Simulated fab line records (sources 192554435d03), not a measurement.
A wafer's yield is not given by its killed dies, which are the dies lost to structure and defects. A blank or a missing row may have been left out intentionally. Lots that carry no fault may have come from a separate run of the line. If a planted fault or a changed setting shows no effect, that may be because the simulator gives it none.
What tool caused it? || flow n5Finfet || at 1 step of a route of 1938, 7 lots with 21 wafers sampled

## WHAT EACH GAUGE READ, for each wafer
N5_BEOL_M15_INSPECT_55: inspects for defects (darkfield).
{"lot": "L583", "measured": "day 12 07:01", "on": "defectInspect-02", "rawDefectCount": "87 53 89"}
{"lot": "L585", "measured": "day 12 07:51", "on": "defectInspect-01", "rawDefectCount": "75 58 62"}
{"lot": "L587", "measured": "day 12 20:28", "on": "defectInspect-02", "rawDefectCount": "42 70 67"}
{"lot": "L591", "measured": "day 13 18:25", "on": "defectInspect-02", "rawDefectCount": "50 79 75"}
{"lot": "L597", "measured": "day 16 00:59", "on": "defectInspect-02", "rawDefectCount": "96 79 68"}
{"lot": "L601", "measured": "day 17 01:41", "on": "defectInspect-02", "rawDefectCount": "110 63 52"}
{"lot": "L605", "measured": "day 17 11:03", "on": "defectInspect-01", "rawDefectCount": "93 61 54"}

## TOOL THAT RAN EACH LOT (tool first, then ch and the chambers of the sampled wafers, then the start)
Record: no process step prior to these readings.

## THE ANSWER, worked out from the rows above alone
Rule: the usual values come from the lots themselves. Put in order of their means at a reading, lots are off if they are a third of the lots or fewer, leave a main group of 4 or more, and stand apart from it by a gap of 3 or more times the standard deviation of the main group's means; of several such gaps the widest counts. Not used: any main group whose means are identical at the precision the tables above print for the reading. Also off: a lot with no number at a reading for which 4 or more lots have one. Where the step has rows for the other lots, those lots are counted as sound.
Across all readings shown, no lot is off: no conclusion can be drawn from this.

## WHAT THE SIMULATOR HAD PUT IN
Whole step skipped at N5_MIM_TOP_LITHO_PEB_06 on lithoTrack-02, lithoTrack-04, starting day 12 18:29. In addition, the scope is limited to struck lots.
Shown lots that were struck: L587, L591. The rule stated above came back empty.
